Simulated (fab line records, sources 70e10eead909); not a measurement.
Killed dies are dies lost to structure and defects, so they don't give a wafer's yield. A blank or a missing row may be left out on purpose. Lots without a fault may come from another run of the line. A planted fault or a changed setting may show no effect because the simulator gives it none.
fab line records | flow nand_harc | part 1 of 2: steps 1 to 4 of 6
record lots=20 wafers=60 last_day=34
route steps=1302 shown A_STAIRCASE@733
lots that met no fault: from a run of the same line without faults
start_h: hours from the record's first day to the start of the lot's first wafer shown | wait_h: hours since the lot's step before | " the same as in the row above | L1.1+2: a row that stands for several wafers | - no value, or no start given | * or withheld: withheld | < > ~ a bound
route shown NAME@n: a module of which the file shows steps, and the number in the route of the first | usual: mean/standard deviation of fault-free wafers | same: alike in all rows | chamber/n: place in a boat | sites: the reading at each site | _std_site: their standard deviation | _edge_site: outer sites' mean less inner sites' | radius_mm: how far each site lies from the wafer's centre | mask NAME#n: copy n | behind: the tool/chamber that last shaped the wafer | hold: why the lot was held/for how many hours/how that ended | device: the transistor (n, p or np) that didn't switch | end of line: the same wafers' tests at the end of the route | a step without rows: its recipe alone | killed: dies lost to structure and defects at the first sort, not the wafer's yield | map: a wafer's dies, x killed, . not, _ none there
set.NAME: the setting as run; set.NAME@STEP: as run at that earlier step | model.NAME: the simulator's own value behind a step, which no gauge read
steps of the route over a sample of lots; a table a step, a row a wafer
services: from which hour (start_h, from the record's first day; less than 0 if before it) a tool's chamber was out of use, for how many hours, and why
## steps
# step NHARC_A_STAIRCASE_DESCUM_219
# recipe time_s=3 o2_flow_sccm=200 ar_flow_sccm=0 bias_power_w=0 chemistry=O2
# usual drypump_motor_current_A=5.6/0.43 oes_product_au=0.999/0.013 rf_vpp_V=57.7/0.98 showerhead_plenum_p_Torr=1.90/0.093 throttle_valve_pct=11.312/0.0096
# columns lot.wafer tool chamber start_h wait_h drypump_motor_current_A oes_product_au rf_hours_counter_h rf_vpp_V showerhead_plenum_p_Torr throttle_valve_pct
L075.2 rie_diel-07 3 375.22 - 6.2 1.001 19 57.5 1.94 11.306
L075.6 " 2 " " 6.0 1.008 - 59.8 1.80 11.334
L075.5 " 3 " " 6.2 1.003 - 58.9 1.94 11.299
L074.1 rie_diel-07 2 375.97 - 6.0 0.997 24 56.6 1.80 11.319
L074.4 " 3 " " 6.3 1.012 19 57.8 1.94 11.302
L074.6 " 3 " " 6.2 1.000 - 58.3 1.94 11.318
L077.4 rie_diel-10 1 381.40 - 5.9 1.010 35 56.5 1.79 11.316
L077.6 " 3 " " 5.0 0.997 - 57.5 1.84 11.334
L077.5 " 0 " " 6.0 1.031 - 59.9 2.06 11.297
L076.2 rie_diel-07 2 383.70 - 5.9 0.996 27 56.5 1.80 11.304
L076.1 " 0 " " 5.8 0.991 22 57.1 1.82 11.315
L076.5 " 3 " " 6.3 0.998 - 56.6 1.94 11.308
L079.4 rie_diel-07 1 411.47 - 5.8 0.995 35 58.0 1.92 11.305
L079.2 " 2 " " 5.9 1.003 37 57.6 1.80 11.307
L079.5 " 3 " " 6.2 0.991 - 57.9 1.94 11.307
L078.3 rie_diel-10 3 412.00 - 5.0 0.996 62 56.0 1.84 11.314
L078.6 " 3 " " 5.0 0.987 - 56.9 1.84 11.308
L078.5 " 0 " " 6.0 1.017 - 58.9 2.05 11.315
L081.2 rie_diel-07 2 424.30 - 5.9 0.998 41 58.1 1.79 11.300
L081.6 " 1 " " 5.8 0.994 - 56.7 1.92 11.311
L081.5 " 2 " " 5.9 0.998 - 56.5 1.79 11.314
L082.4 rie_diel-10 0 452.65 - 6.0 1.001 7 59.2 2.05 11.321
L082.2 " 1 " " 5.9 0.992 7 57.4 1.78 11.323
L082.1 " 3 " " 5.0 0.993 5 58.5 1.84 11.327
L083.2 rie_diel-02 1 463.28 - 5.2 1.007 20 59.4 2.03 11.307
L083.3 " 2 " " 6.0 0.987 21 56.1 1.89 11.327
L083.1 " 0 " " 5.3 1.007 7 57.6 1.97 11.301
L085.1 rie_diel-10 2 468.35 - 4.8 1.006 8 57.7 1.84 11.302
L085.4 " 3 " " 5.0 0.993 9 59.4 1.84 11.315
L085.3 " 0 " " 6.0 1.011 12 58.0 2.05 11.319
L084.3 rie_diel-10 0 469.79 - 6.0 1.016 13 57.5 2.05 11.316
L084.2 " 2 " " 4.8 1.010 9 59.0 1.84 11.324
L084.6 " 1 " " 5.9 0.997 - 59.0 1.78 11.311
L087.1 rie_diel-07 3 491.80 - 6.3 0.990 3 57.8 1.93 11.304
L087.5 " 3 " " 6.2 0.986 - 58.2 1.93 11.307
L087.6 " 0 " " 5.8 0.984 - 58.4 1.81 11.316
L089.2 rie_diel-10 1 511.60 - 5.9 1.022 30 58.5 1.78 11.320
L089.4 " 2 " " 4.8 1.020 24 57.6 1.83 11.315
L089.6 " 1 " " 6.0 1.006 - 58.0 1.78 11.316
L088.1 rie_diel-07 1 512.76 - 5.8 0.996 8 58.2 1.91 11.308
L088.6 " 3 " " 6.2 0.981 - 58.0 1.93 11.314
L088.5 " 2 " " 5.9 1.001 - 56.4 1.79 11.290
L090.1 rie_diel-07 0 532.61 - 5.8 0.985 11 56.7 1.81 11.310
L090.4 " 2 " " 5.9 1.005 - 57.8 1.78 11.294
L090.5 " 0 " " 5.8 0.982 - 56.9 1.81 11.323
L091.2 rie_diel-02 3 545.36 - 5.2 0.961 48 58.4 2.03 11.316
L091.1 " 0 " " 5.2 1.003 33 58.8 1.96 11.302
L091.3 " 1 " " 5.3 1.000 39 59.8 2.02 11.320
L093.1 rie_diel-07 3 556.02 - 6.2 0.963 12 56.8 1.93 11.321
L093.2 " 1 " " 5.8 0.990 23 57.4 1.90 11.309
L093.4 " 2 " " 5.9 1.004 23 56.4 1.78 11.298
L094.2 rie_diel-02 3 564.06 - 5.2 0.984 56 60.2 2.02 11.307
L094.1 " 1 " " 5.3 0.993 47 56.4 2.02 11.307
L094.5 " 0 " " 5.2 1.002 - 58.7 1.96 11.327
L096.2 rie_diel-02 1 589.16 - 5.2 1.003 2 57.7 2.02 11.309
L096.1 " 3 " " 5.2 0.994 2 58.1 2.02 11.310
L096.6 " 1 " " 5.2 0.994 - 56.3 2.02 11.313
L097.2 rie_diel-10 1 589.32 - 5.9 1.017 57 57.0 1.77 11.282
L097.5 " 1 " " 5.9 1.016 - 58.3 1.77 11.326
L097.6 " 2 " " 4.8 1.018 - 58.7 1.82 11.320
# step NHARC_A_STAIRCASE_TRIM_224
# recipe time_s=211.2 o2_flow_sccm=500 ar_flow_sccm=0 bias_w=0 chemistry=O2
# usual drypump_motor_current_A=5.7/0.42 oes_product_au=0.997/0.011 rf_vpp_V=57.6/0.92 showerhead_plenum_p_Torr=3.51/0.16 throttle_valve_pct=17.037/0.008
# columns lot.wafer tool chamber start_h wait_h drypump_motor_current_A oes_product_au rf_hours_counter_h rf_vpp_V showerhead_plenum_p_Torr throttle_valve_pct
L075.2 rie_diel-07 2 - - 5.9 1.012 24 57.8 3.33 17.035
L075.6 " 1 " " 5.9 0.992 - 57.9 3.54 17.044
L075.5 " 2 " " 6.0 1.003 - 56.1 3.33 17.028
L074.4 rie_diel-07 1 - - 5.8 0.990 26 56.8 3.54 17.028
L074.1 " 0 " " 5.8 0.996 21 57.1 3.37 17.031
L074.6 " 1 " " 5.8 0.988 - 56.8 3.54 17.023
L077.4 rie_diel-10 1 - - 5.9 1.009 35 57.5 3.32 17.031
L077.5 " 0 " " 6.0 1.018 - 58.4 3.78 17.049
L077.6 " 1 " " 6.0 1.010 - 56.8 3.32 17.044
L076.1 rie_diel-07 0 - - 5.8 0.989 22 58.2 3.37 17.035
L076.2 " 3 " " 6.3 1.000 22 58.4 3.57 17.018
L076.5 " 0 " " 5.8 0.999 - 57.6 3.37 17.039
L079.4 rie_diel-07 3 - - 6.3 0.994 33 56.1 3.57 17.027
L079.2 " 2 " " 5.9 0.996 38 58.8 3.32 17.049
L079.5 " 0 " " 5.8 0.989 - 57.1 3.36 17.030
L078.3 rie_diel-10 2 - - 4.8 1.017 53 55.9 3.40 17.028
L078.5 " 2 " " 4.8 1.023 - 56.2 3.40 17.044
L078.6 " 3 " " 5.0 1.002 - 57.8 3.40 17.034
L081.2 rie_diel-07 1 - - 5.8 0.996 40 57.4 3.53 17.032
L081.5 " 0 " " 5.8 0.993 - 57.8 3.36 17.032
L081.6 " 1 " " 5.8 0.993 - 59.5 3.53 17.042
L082.4 rie_diel-10 2 - - 4.8 1.004 5 55.6 3.40 17.026
L082.1 " 3 " " 5.0 1.002 5 57.4 3.40 17.036
L082.2 " 0 " " 6.0 1.020 8 59.0 3.76 17.039
L083.1 rie_diel-02 1 - - 5.3 1.002 20 58.0 3.73 17.045
L083.2 " 2 " " 6.0 0.984 21 56.6 3.48 17.032
L083.3 " 3 " " 5.2 0.984 19 58.9 3.74 17.037
L085.1 rie_diel-10 0 - - 5.9 1.007 12 58.6 3.76 17.033
L085.3 " 1 " " 5.9 1.001 12 57.1 3.30 17.037
L085.4 " 2 " " 4.8 1.014 9 58.9 3.39 17.041
L084.2 rie_diel-10 1 - - 5.9 1.000 12 57.3 3.30 17.034
L084.3 " 3 " " 5.0 1.006 10 57.6 3.40 17.038
L084.6 " 0 " " 6.0 1.015 - 57.9 3.76 17.038
L087.1 rie_diel-07 1 - - 5.8 0.997 4 57.1 3.52 17.035
L087.6 " 2 " " 5.9 0.995 - 57.5 3.31 17.041
L087.5 " 3 " " 6.3 0.987 - 57.4 3.55 17.050
L089.2 rie_diel-10 0 - - 6.0 1.006 31 57.6 3.75 17.028
L089.4 " 2 " " 4.8 1.001 24 57.5 3.39 17.016
L089.6 " 0 " " 6.0 1.001 - 57.4 3.75 17.032
L088.1 rie_diel-07 3 - - 6.2 0.983 8 57.6 3.55 17.033
L088.5 " 3 " " 6.2 0.974 - 56.5 3.55 17.033
L088.6 " 2 " " 5.9 0.994 - 57.2 3.31 17.028
L090.1 rie_diel-07 1 - - 5.8 0.995 15 56.4 3.52 17.032
L090.4 " 1 " " 5.8 0.991 - 58.4 3.52 17.039
L090.5 " 0 " " 5.8 0.993 - 56.4 3.34 17.034
L091.3 rie_diel-02 3 - - 5.2 0.988 49 56.6 3.72 17.037
L091.2 " 0 " " 5.2 0.999 34 57.6 3.61 17.036
L091.1 " 1 " " 5.3 0.997 40 59.8 3.72 17.040
L093.4 rie_diel-07 1 - - 5.8 0.990 24 58.4 3.51 17.026
L093.1 " 2 " " 5.9 1.006 23 56.0 3.30 17.030
L093.2 " 0 " " 5.8 0.991 20 55.4 3.34 17.047
L094.1 rie_diel-02 0 - - 5.3 1.000 42 57.0 3.60 17.039
L094.2 " 3 " " 5.2 0.976 57 59.3 3.72 17.047
L094.5 " 1 " " 5.2 0.991 - 57.6 3.71 17.035
L096.2 rie_diel-02 1 - - 5.2 0.991 3 57.1 3.71 17.029
L096.1 " 2 " " 6.0 0.990 3 57.5 3.46 17.040
L096.6 " 2 " " 6.0 0.991 - 57.7 3.46 17.025
L097.2 rie_diel-10 3 - - 5.0 0.985 55 57.5 3.37 17.030
L097.6 " 1 " " 5.9 1.019 - 57.4 3.28 17.038
L097.5 " 2 " " 4.8 1.004 - 56.2 3.37 17.041
# step NHARC_A_STAIRCASE_TRIM_231
# recipe time_s=211.2 o2_flow_sccm=500 ar_flow_sccm=0 bias_w=0 chemistry=O2
# usual drypump_motor_current_A=5.6/0.44 oes_product_au=0.998/0.011 rf_vpp_V=57.7/0.92 showerhead_plenum_p_Torr=3.50/0.16 throttle_valve_pct=17.037/0.0097
# columns lot.wafer tool chamber start_h wait_h drypump_motor_current_A oes_product_au rf_hours_counter_h rf_vpp_V showerhead_plenum_p_Torr throttle_valve_pct
L075.2 rie_diel-10 0 - - 6.0 1.030 46 59.7 3.78 17.041
L075.6 " 1 " " 5.9 1.006 - 57.1 3.32 17.047
L075.5 " 2 " " 4.8 1.010 - 57.8 3.41 17.037
L074.4 rie_diel-10 0 - - 6.0 1.017 46 58.8 3.78 17.036
L074.1 " 2 " " 4.8 1.021 39 57.7 3.41 17.028
L074.6 " 0 " " 6.0 1.021 - 59.6 3.78 17.042
L077.4 rie_diel-07 3 - - 6.2 1.002 21 57.2 3.57 17.036
L077.5 " 0 " " 5.8 0.995 - 58.5 3.37 17.032
L077.6 " 1 " " 5.8 0.996 - 57.5 3.54 17.049
L076.1 rie_diel-02 0 - - 5.3 0.979 52 59.3 3.63 17.041
L076.2 " 2 " " 6.0 0.976 50 57.4 3.49 17.044
L076.5 " 0 " " 5.3 0.992 - 58.9 3.63 17.035
L079.2 rie_diel-07 0 - - 5.8 0.995 31 58.8 3.36 17.038
L079.4 " 1 " " 5.8 0.999 36 57.9 3.54 17.040
L079.5 " 1 " " 5.8 0.998 - 56.3 3.54 17.029
L078.3 rie_diel-02 2 - - 6.0 0.996 3 57.7 3.49 17.057
L078.5 " 1 " " 5.2 1.011 - 59.7 3.74 17.045
L078.6 " 2 " " 6.0 0.997 - 56.9 3.49 17.032
L081.2 rie_diel-02 2 - - 6.0 0.996 7 56.6 3.49 17.049
L081.5 " 2 " " 6.0 0.993 - 58.6 3.49 17.023
L081.6 " 1 " " 5.3 1.004 - 57.8 3.74 17.045
L082.2 rie_diel-10 0 - - 5.9 0.999 8 59.7 3.76 17.028
L082.1 " 2 " " 4.8 0.990 5 57.1 3.40 17.030
L082.4 " 3 " " 5.0 0.979 5 56.2 3.40 17.024
L083.1 rie_diel-02 2 - - 6.0 0.982 21 56.7 3.48 17.030
L083.2 " 3 " " 5.2 0.999 20 57.6 3.74 17.049
L083.3 " 0 " " 5.3 0.998 7 57.1 3.62 17.032
L085.1 rie_diel-07 0 - - 5.8 0.993 49 58.9 3.35 17.037
L085.4 " 1 " " 5.8 1.000 54 57.9 3.53 17.038
L085.3 " 2 " " 5.9 0.988 58 58.8 3.31 17.040
L084.2 rie_diel-07 2 - - 6.0 1.003 58 59.1 3.31 17.061
L084.3 " 0 " " 5.8 1.006 50 56.6 3.35 17.032
L084.6 " 2 " " 5.9 0.997 - 58.5 3.31 17.020
L087.1 rie_diel-07 3 - - 6.3 0.986 4 57.5 3.55 17.037
L087.6 " 1 " " 5.8 0.988 - 57.5 3.52 17.024
L087.5 " 2 " " 5.9 1.002 - 57.4 3.31 17.037
L089.4 rie_diel-10 0 - - 6.0 1.008 31 58.0 3.75 17.041
L089.2 " 1 " " 6.0 1.005 30 56.5 3.29 17.026
L089.6 " 2 " " 4.8 0.995 - 56.6 3.39 17.031
L088.1 rie_diel-10 1 - - 5.9 1.016 31 56.1 3.29 17.034
L088.6 " 2 " " 4.8 1.009 - 57.4 3.39 17.026
L088.5 " 3 " " 5.0 0.991 - 57.7 3.39 17.034
L090.4 rie_diel-10 3 - - 5.0 0.995 31 57.5 3.39 17.043
L090.1 " 1 " " 5.9 1.024 35 56.7 3.29 17.041
L090.5 " 3 " " 5.0 0.992 - 58.7 3.39 17.047
L091.1 rie_diel-10 0 - - 5.9 1.007 42 57.2 3.74 17.048
L091.2 " 2 " " 4.8 1.005 38 57.4 3.38 17.029
L091.3 " 3 " " 5.0 0.997 39 57.4 3.38 17.040
L093.2 rie_diel-07 3 - - 6.3 0.991 13 58.0 3.55 17.029
L093.1 " 0 " " 5.8 0.978 20 58.7 3.34 17.028
L093.4 " 1 " " 5.8 0.998 24 57.2 3.51 17.021
L094.2 rie_diel-02 0 - - 5.3 0.994 42 57.4 3.60 17.039
L094.1 " 1 " " 5.2 1.000 48 58.6 3.71 17.048
L094.5 " 0 " " 5.3 0.995 - 58.5 3.60 17.015
L096.2 rie_diel-07 1 - - 5.8 1.001 35 58.3 3.51 17.037
L096.1 " 0 " " 5.8 0.990 32 56.9 3.33 17.057
L096.6 " 1 " " 5.8 0.995 - 57.7 3.51 17.038
L097.2 rie_diel-02 1 - - 5.2 1.004 3 58.6 3.71 17.015
L097.6 " 2 " " 6.0 1.000 - 56.9 3.46 17.041
L097.5 " 3 " " 5.2 0.993 - 56.7 3.72 17.036
# step NHARC_A_STAIRCASE_ETCH_271
# recipe cf4_flow_sccm=100 chf3_flow_sccm=30 ar_flow_sccm=0 rf_w=500 bias_w=200 chemistry=CF4/CHF3
# usual drypump_motor_current_A=5.6/0.45 oes_product_au=0.952/0.023 rf_vpp_V=370.5/2.7 showerhead_plenum_p_Torr=1.57/0.076 throttle_valve_pct=16.802/0.009
# columns lot.wafer tool chamber start_h wait_h drypump_motor_current_A oes_product_au rf_hours_counter_h rf_vpp_V showerhead_plenum_p_Torr throttle_valve_pct
L075.2 rie_diel-10 0 391.67 0.1 5.9 0.991 50 376.5 1.69 16.807
L075.6 " 1 " " 5.9 0.968 - 369.1 1.48 16.778
L075.5 " 2 " " 4.8 0.969 - 369.1 1.52 16.796
L074.1 rie_diel-02 2 393.12 0.1 6.0 0.965 51 370.4 1.56 16.807
L074.4 " 3 " " 5.2 0.959 45 373.7 1.67 16.792
L074.6 " 3 " " 5.2 0.969 - 375.7 1.67 16.799
L077.4 rie_diel-07 1 395.12 0.1 5.8 0.971 29 369.6 1.58 16.806
L077.6 " 1 " " 5.8 0.963 - 371.6 1.58 16.803
L077.5 " 2 " " 5.9 0.973 - 367.7 1.48 16.811
L076.1 rie_diel-10 2 398.01 0.1 4.8 0.989 44 366.9 1.52 16.818
L076.2 " 0 " " 6.0 0.988 52 375.7 1.69 16.798
L076.5 " 3 " " 5.0 0.964 - 368.4 1.52 16.804
L079.4 rie_diel-02 2 419.02 0.1 6.0 0.975 5 371.3 1.56 16.796
L079.2 " 3 " " 5.2 0.942 4 373.9 1.67 16.790
L079.5 " 2 " " 6.0 0.975 - 371.5 1.56 16.811
L078.3 rie_diel-07 0 420.32 0.1 5.8 0.925 33 368.6 1.50 16.823
L078.6 " 2 " " 5.9 0.964 - 367.7 1.48 16.798
L078.5 " 3 " " 6.2 0.968 - 371.2 1.59 16.803
L081.2 rie_diel-02 2 436.04 0.1 5.9 0.956 10 369.5 1.55 16.793
L081.6 " 1 " " 5.3 0.962 - 372.5 1.67 16.788
L081.5 " 2 " " 6.0 0.956 - 371.0 1.55 16.803
L082.2 rie_diel-07 2 461.17 0.2 5.9 0.927 53 368.2 1.48 16.802
L082.4 " 3 " " 6.2 0.918 47 371.2 1.59 16.810
L082.1 " 0 " " 5.8 0.921 44 367.2 1.49 16.803
L083.3 rie_diel-10 0 476.15 0.1 6.0 0.954 15 375.5 1.68 16.792
L083.1 " 2 " " 4.8 0.958 11 369.0 1.51 16.790
L083.2 " 3 " " 5.0 0.943 12 368.2 1.51 16.797
L085.3 rie_diel-02 0 479.34 0.1 5.3 0.928 14 372.4 1.61 16.791
L085.1 " 2 " " 5.9 0.906 28 370.4 1.55 16.809
L085.4 " 0 " " 5.2 0.930 - 373.9 1.61 16.802
L084.3 rie_diel-02 2 481.60 0.2 6.0 0.914 29 369.8 1.55 16.804
L084.2 " 3 " " 5.2 0.924 28 372.9 1.67 16.785
L084.6 " 2 " " 6.0 0.914 - 369.9 1.55 16.793
L087.1 rie_diel-10 0 502.12 0.1 6.0 0.979 28 372.6 1.68 16.811
L087.6 " 0 " " 6.0 0.979 - 373.5 1.67 16.804
L087.5 " 1 " " 5.9 0.970 - 366.9 1.47 16.791
L089.4 rie_diel-02 1 519.30 0.1 5.3 0.962 28 374.3 1.66 16.813
L089.2 " 2 " " 5.9 0.950 42 370.0 1.55 16.812
L089.6 " 3 " " 5.2 0.965 - 373.0 1.66 16.826
L088.1 rie_diel-02 1 521.13 0.1 5.2 0.968 30 372.9 1.66 16.803
L088.5 " 0 " " 5.3 0.956 - 371.2 1.61 16.809
L088.6 " 1 " " 5.2 0.977 - 374.9 1.66 16.789
L090.1 rie_diel-10 3 543.39 0.1 5.0 0.973 38 368.1 1.51 16.799
L090.4 " 0 " " 5.9 0.988 41 374.6 1.67 16.790
L090.5 " 2 " " 4.8 0.966 - 368.1 1.51 16.799
L091.3 rie_diel-10 2 561.12 0.1 4.8 0.934 42 368.9 1.50 16.805
L091.1 " 3 " " 5.0 0.914 43 367.7 1.51 16.789
L091.2 " 1 " " 5.9 0.930 46 366.7 1.46 16.787
L093.1 rie_diel-10 1 569.11 0.1 6.0 0.972 49 369.1 1.46 16.793
L093.2 " 2 " " 4.8 0.974 44 368.4 1.50 16.820
L093.4 " 3 " " 5.0 0.973 45 368.3 1.51 16.795
L094.2 rie_diel-10 0 572.90 0.1 6.0 0.968 51 374.2 1.67 16.805
L094.1 " 2 " " 4.8 0.982 46 368.0 1.50 16.802
L094.5 " 0 " " 6.0 0.967 - 374.4 1.67 16.796
L096.1 rie_diel-07 0 600.88 0.2 5.8 0.951 34 366.7 1.48 16.805
L096.2 " 1 " " 5.8 0.935 37 371.1 1.56 16.815
L096.6 " 3 " " 6.2 0.943 - 370.5 1.58 16.802
L097.2 rie_diel-02 1 600.97 0.1 5.3 0.955 5 372.1 1.66 16.802
L097.5 " 0 " " 5.3 0.993 - 372.0 1.61 16.792
L097.6 " 1 " " 5.2 0.949 - 372.7 1.66 16.807
